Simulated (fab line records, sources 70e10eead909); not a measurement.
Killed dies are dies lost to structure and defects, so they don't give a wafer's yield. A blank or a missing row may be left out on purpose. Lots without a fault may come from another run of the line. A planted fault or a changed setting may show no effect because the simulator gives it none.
fab line records | flow nand_harc
record lots=7 wafers=21 last_day=33
route steps=1302 shown A_M1@1172
lots that met no fault: from a run of the same line without faults
start_h: hours from the record's first day to the start of the lot's first wafer shown | wait_h: hours since the lot's step before | " the same as in the row above | L1.1+2: a row that stands for several wafers | - no value, or no start given | * or withheld: withheld | < > ~ a bound
route shown NAME@n: a module of which the file shows steps, and the number in the route of the first | usual: mean/standard deviation of fault-free wafers | same: alike in all rows | chamber/n: place in a boat | sites: the reading at each site | _std_site: their standard deviation | _edge_site: outer sites' mean less inner sites' | radius_mm: how far each site lies from the wafer's centre | mask NAME#n: copy n | behind: the tool/chamber that last shaped the wafer | hold: why the lot was held/for how many hours/how that ended | device: the transistor (n, p or np) that didn't switch | end of line: the same wafers' tests at the end of the route | a step without rows: its recipe alone | killed: dies lost to structure and defects at the first sort, not the wafer's yield | map: a wafer's dies, x killed, . not, _ none there
set.NAME: the setting as run; set.NAME@STEP: as run at that earlier step | model.NAME: the simulator's own value behind a step, which no gauge read
lots at some steps of the route; a table a step, a row a wafer
services: from which hour (start_h, from the record's first day; less than 0 if before it) a tool's chamber was out of use, for how many hours, and why
## steps
# step NHARC_A_M1_COAT_34
# recipe temp_c=200 time_s=65
# step NHARC_A_M1_COAT_03
# recipe spin_rpm=1500 resist_thk_nm=90
# step NHARC_A_M1_SOFTBAKE_04
# recipe temp_c=105 time_s=55
# step NHARC_A_M1_EBR_05
# step NHARC_A_M1_EXPOSE_06
# recipe na=1.35 target_cd_nm=120 dose_mj=75.13 mask_id=A_M1
# step NHARC_A_M1_PEB_07
# recipe peb_temp_c=100 peb_time_s=65
# step NHARC_A_M1_DEVELOP_08
# recipe develop_time_s=35 dev_temp_c=23
# step NHARC_A_M1_CD_MEAS_09
# recipe target_cd_nm=120 landing_energy_ev=500
# usual cd_nm=120.1/0.47
# columns lot.wafer tool chamber start_h wait_h cd_nm
L635.4 cd_sem-01 0 541.88 - 119.5
L635.5 " 0 " " 119.8
L635.6 " 0 " " 120.4
L636.2 cd_sem-01 0 545.20 - 119.9
L636.3 " 0 " " 120.0
L636.6 " 0 " " 120.5
L648.3 cd_sem-03 0 659.65 - 120.2
L648.5 " 0 " " 120.1
L648.6 " 0 " " 120.7
L647.2 cd_sem-01 0 665.85 - 120.3
L647.3 " 0 " " 120.1
L647.5 " 0 " " 119.8
L650.2 cd_sem-01 0 682.16 - 121.1
L650.3 " 0 " " 120.6
L650.6 " 0 " " 120.1
L653.2 cd_sem-02 0 706.95 - 120.6
L653.3 " 0 " " 120.2
L653.4 " 0 " " 120.1
L656.1 cd_sem-02 0 751.40 - 120.3
L656.3 " 0 " " 120.7
L656.5 " 0 " " 120.3
# step NHARC_A_M1_OVL_MEAS_10
# recipe pitch_nm=240
# usual overlay_x_nm=0.3/1 overlay_y_nm=0.0/0.69
# columns lot.wafer tool chamber start_h wait_h overlay_x_nm overlay_y_nm
L635.4 overlay-01 - 541.97 - 0.6 0.2
L635.5 " - " " 0.4 0.5
L635.6 " - " " 0.4 1.1
L636.2 overlay-01 - 545.29 - -1.0 0.8
L636.3 " - " " -0.9 0.0
L636.6 " - " " -1.3 0.5
L648.3 overlay-01 - 659.74 - -0.9 0.2
L648.5 " - " " -2.2 -0.2
L648.6 " - " " -1.6 -0.3
L647.2 overlay-01 - 665.94 - 0.1 -0.5
L647.3 " - " " 0.4 0.2
L647.5 " - " " 0.4 -0.3
L650.2 overlay-02 - 682.25 - 2.7 -0.8
L650.3 " - " " 1.7 -0.9
L650.6 " - " " 1.8 -0.5
L653.2 overlay-01 - 707.04 - 1.3 -0.9
L653.3 " - " " 1.3 -0.6
L653.4 " - " " 0.8 -0.5
L656.1 overlay-02 - 751.49 - -1.2 -0.7
L656.3 " - " " -0.9 -0.7
L656.5 " - " " -0.9 -0.4
# step NHARC_A_M1_INSPECT_11
# usual raw_defect_count=82/29
# columns lot.wafer tool chamber start_h wait_h raw_defect_count
L635.4 defect_inspect-02 - 542.00 0.0 94
L635.5 " - " " 97
L635.6 " - " " 91
L636.2 defect_inspect-02 - 545.33 0.0 105
L636.3 " - " " 103
L636.6 " - " " 85
L648.3 defect_inspect-02 - 659.77 0.0 86
L648.5 " - " " 97
L648.6 " - " " 91
L647.2 defect_inspect-01 - 665.97 0.0 116
L647.3 " - " " 84
L647.5 " - " " 101
L650.2 defect_inspect-02 - 682.28 0.0 92
L650.3 " - " " 96
L650.6 " - " " 108
L653.2 defect_inspect-02 - 707.07 0.0 118
L653.3 " - " " 130
L653.4 " - " " 104
L656.1 defect_inspect-01 - 751.52 0.0 108
L656.3 " - " " 110
L656.5 " - " " 107
# step NHARC_A_M1_DESCUM_14
# recipe time_s=3 o2_flow_sccm=200 ar_flow_sccm=0 bias_power_w=0 chemistry=O2
# usual drypump_motor_current_A=5.5/0.58 oes_product_au=0.999/0.0082 rf_vpp_V=57.7/0.9 showerhead_plenum_p_Torr=1.86/0.057 throttle_valve_pct=11.310/0.0084
# columns lot.wafer tool chamber start_h wait_h drypump_motor_current_A oes_product_au rf_hours_counter_h rf_vpp_V showerhead_plenum_p_Torr throttle_valve_pct
L635.5 rie_diel-03 2 542.10 0.1 6.3 1.012 - 56.6 1.82 11.326
L635.4 " 0 " " 4.7 1.013 - 59.9 1.82 11.312
L635.6 " 1 " " 5.4 1.001 - 57.7 1.88 11.331
L636.3 rie_diel-03 2 545.39 0.1 6.3 1.014 2.5 57.2 1.82 11.311
L636.2 " 0 " " 4.7 0.993 2.4 56.2 1.82 11.308
L636.6 " 2 " " 6.3 1.000 - 57.2 1.82 11.313
L648.3 rie_diel-03 3 659.83 0.1 4.9 0.995 0.7 57.2 1.97 11.309
L648.6 " 3 " " 4.9 1.005 - 57.6 1.98 11.304
L648.5 " 0 " " 4.7 1.009 - 57.2 1.82 11.316
L647.2 rie_diel-03 0 666.05 0.1 4.7 0.998 1.1 58.0 1.82 11.288
L647.3 " 1 " " 5.4 1.005 1.0 58.1 1.88 11.312
L647.5 " 3 " " 4.9 1.005 - 57.4 1.97 11.314
L650.2 rie_diel-03 3 682.34 0.1 4.9 0.984 1.7 57.9 1.97 11.308
L650.3 " 2 " " 6.3 0.999 1.7 57.3 1.81 11.310
L650.6 " 3 " " 4.9 0.994 - 58.8 1.97 11.297
L653.2 rie_diel-04 2 707.13 0.1 5.9 1.000 7.7 57.7 1.83 11.305
L653.3 " 3 " " 6.0 0.998 9.9 58.2 1.84 11.306
L653.4 " 0 " " 5.6 0.987 9.5 57.2 1.86 11.315
L656.3 rie_diel-03 1 751.59 0.1 5.4 0.991 3.8 58.4 1.88 11.313
L656.1 " 3 " " 5.0 0.986 4.3 57.5 1.97 11.304
L656.5 " 1 " " 5.4 0.996 - 56.8 1.88 11.316
# step NHARC_A_M1_ETCH_35
# recipe target_depth_a=400 overetch_a=120 time_s=43.94 ion_energy_ev=200 n2_flow_sccm=150 h2_flow_sccm=150 ar_flow_sccm=0 rf_w=400 bias_w=150 chemistry=N2/H2
# usual drypump_motor_current_A=5.5/0.58 oes_product_au=1.000/0.0083 rf_vpp_V=428.9/1.9 run_length_s=65.2/0.39 showerhead_plenum_p_Torr=1.98/0.063 throttle_valve_pct=14.171/0.0091
# columns lot.wafer tool chamber start_h wait_h drypump_motor_current_A oes_product_au rf_hours_counter_h rf_vpp_V run_length_s showerhead_plenum_p_Torr throttle_valve_pct
L635.4 rie_diel-03 2 542.19 0.1 6.3 1.015 - 427.0 65.0 1.93 14.172
L635.6 " 0 " " 4.7 1.003 - 427.7 64.9 1.94 14.175
L635.5 " 1 " " 5.4 1.012 - 429.9 65.3 2.01 14.172
L636.2 rie_diel-03 1 545.49 0.1 5.4 0.995 2.6 430.8 65.3 2.00 14.185
L636.3 " 0 " " 4.7 1.005 2.4 428.1 65.2 1.94 14.165
L636.6 " 2 " " 6.4 1.009 - 426.5 65.2 1.93 14.174
L648.3 rie_diel-03 3 659.93 0.1 4.9 1.006 0.7 431.2 65.5 2.11 14.173
L648.5 " 1 " " 5.4 1.002 - 429.5 65.2 2.00 14.182
L648.6 " 2 " " 6.4 1.010 - 428.1 65.4 1.93 14.169
L647.2 rie_diel-03 2 666.12 0.1 6.4 0.996 0.9 427.4 65.4 1.93 14.168
L647.3 " 3 " " 5.0 0.995 1.0 431.6 65.1 2.11 14.186
L647.5 " 3 " " 4.9 0.991 - 432.7 65.5 2.11 14.167
L650.2 rie_diel-03 0 682.43 0.1 4.7 0.990 1.7 426.7 64.8 1.94 14.174
L650.3 " 3 " " 4.9 0.998 1.7 432.0 65.3 2.11 14.160
L650.6 " 0 " " 4.7 0.994 - 429.3 65.0 1.94 14.167
L653.2 rie_diel-04 2 707.22 0.1 6.0 1.007 7.7 427.6 64.9 1.94 14.169
L653.3 " 3 " " 6.0 0.998 9.9 429.0 65.2 1.96 14.179
L653.4 " 0 " " 5.6 0.991 9.5 428.7 65.5 1.98 14.172
L656.1 rie_diel-03 2 751.67 0.1 6.3 0.995 4.2 427.5 65.3 1.93 14.182
L656.3 " 3 " " 4.9 0.982 4.3 431.8 65.4 2.11 14.179
L656.5 " 3 " " 4.9 0.988 - 431.6 65.4 2.11 14.167
# step NHARC_A_M1_ETCH_15
# recipe target_depth_a=1825 time_s=91.2 c4f8_flow_sccm=withheld ar_flow_sccm=400 rf_w=600 bias_w=300 chemistry=C4F8/Ar
# usual oes_product_au=0.948/0.023 rf_vpp_V=439.3/2 run_length_s=112.4/0.39
# columns lot.wafer tool chamber start_h wait_h oes_product_au rf_hours_counter_h rf_vpp_V run_length_s
L635.5 rie_diel-03 2 542.30 - 0.944 - 437.7 112.7
L635.6 " 0 " " 0.939 - 440.1 111.8
L635.4 " 1 " " 0.929 - 441.1 112.7
L636.2 rie_diel-03 0 545.59 - 0.954 2.5 438.8 111.7
L636.3 " 2 " " 0.969 2.6 439.6 112.2
L636.6 " 0 " " 0.950 - 436.8 112.2
L648.3 rie_diel-03 1 660.02 - 0.989 0.6 440.8 102.4
L648.6 " 0 " " 0.980 - 439.2 111.7
L648.5 " 1 " " 0.969 - 438.7 102.4
L647.3 rie_diel-03 0 666.22 - 0.972 1.1 439.8 102.3
L647.2 " 1 " " 0.963 1.0 440.3 113.2
L647.5 " 0 " " 0.961 - 438.0 101.7
L650.2 rie_diel-03 2 682.52 - 0.985 1.7 438.0 112.2
L650.3 " 3 " " 0.959 1.7 443.5 102.2
L650.6 " 2 " " 0.976 - 437.8 112.6
L653.2 rie_diel-04 3 707.30 - 0.971 9.9 438.5 112.5
L653.3 " 0 " " 0.984 9.6 438.0 112.4
L653.4 " 1 " " 0.994 7.5 436.1 113.5
L656.3 rie_diel-03 1 751.76 - 0.945 3.9 439.9 112.7
L656.1 " 0 " " 0.948 4.3 437.9 111.9
L656.5 " 1 " " 0.943 - 440.7 113.1
# step NHARC_A_M1_CD_MEAS_16
# usual cd_nm=120.2/0.55
# columns lot.wafer tool chamber start_h wait_h cd_nm
L635.4 cd_sem-03 - 542.42 - 120.0
L635.5 " - " " 119.5
L635.6 " - " " 120.0
L636.2 cd_sem-02 - 545.74 - 120.0
L636.3 " - " " 120.8
L636.6 " - " " 120.5
L648.3 cd_sem-03 - 660.14 - 120.0
L648.5 " - " " 120.4
L648.6 " - " " 121.2
L647.2 cd_sem-03 - 666.34 - 120.5
L647.3 " - " " 120.7
L647.5 " - " " 120.0
L650.2 cd_sem-02 - 682.65 - 121.1
L650.3 " - " " 120.9
L650.6 " - " " 120.5
L653.2 cd_sem-02 - 707.44 - 120.0
L653.3 " - " " 120.5
L653.4 " - " " 119.6
L656.1 cd_sem-01 - 751.89 - 120.2
L656.3 " - " " 120.4
L656.5 " - " " 120.1
## services
# columns tool chamber start_h hours kind
rie_diel-03 3 526.97 5.9 repair
rie_diel-04 3 529.69 2.3 repair
rie_diel-04 - 531.90 9.0 pm
rie_diel-03 3 539.68 9.2 repair
rie_diel-03 0 540.80 - clean
rie_diel-03 1 540.80 - clean
rie_diel-03 2 540.80 - clean
rie_diel-04 - 564.06 0.1 repair
rie_diel-04 2 564.38 26.0 repair
rie_diel-03 0 565.30 - clean
rie_diel-03 1 565.30 - clean
rie_diel-03 2 565.30 - clean
rie_diel-03 3 565.30 - clean
rie_diel-03 0 589.80 - clean
rie_diel-03 1 589.80 - clean
rie_diel-04 3 598.39 7.1 repair
rie_diel-03 3 606.17 9.5 repair
rie_diel-03 - 611.69 0.6 repair
rie_diel-04 1 632.48 15.2 repair
rie_diel-03 - 635.30 9.0 pm
rie_diel-03 1 692.00 4.3 repair
rie_diel-04 - 708.90 9.0 pm
rie_diel-04 0 722.37 10.5 repair
rie_diel-03 0 731.93 2.5 repair
## key
first_sign step=NHARC_A_M1_ETCH_15 reading=run_length_s direction=down sigmas=26 usual=* struck=*
effect none on later readings
met_at NHARC_A_M1_ETCH_15
struck_wafers L647.3,L647.5,L648.3,L648.5,L650.3
sort_left_out L647.3,L647.5,L648.3,L648.5,L650.3
onset_between 545.59 660.02
fault kind=process_parameter_drift tool=rie_diel-03 chamber=- onset_h=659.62 steps=NHARC_A_M1_ETCH_15 channel=time_s offset=* shape=step end_h=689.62 scope=struck_wafers_only acts_in=* stated=*
# sort_left_out: the simulated sort isn't trusted on such a fault, so these wafers' sort isn't shown, and their yield isn't known
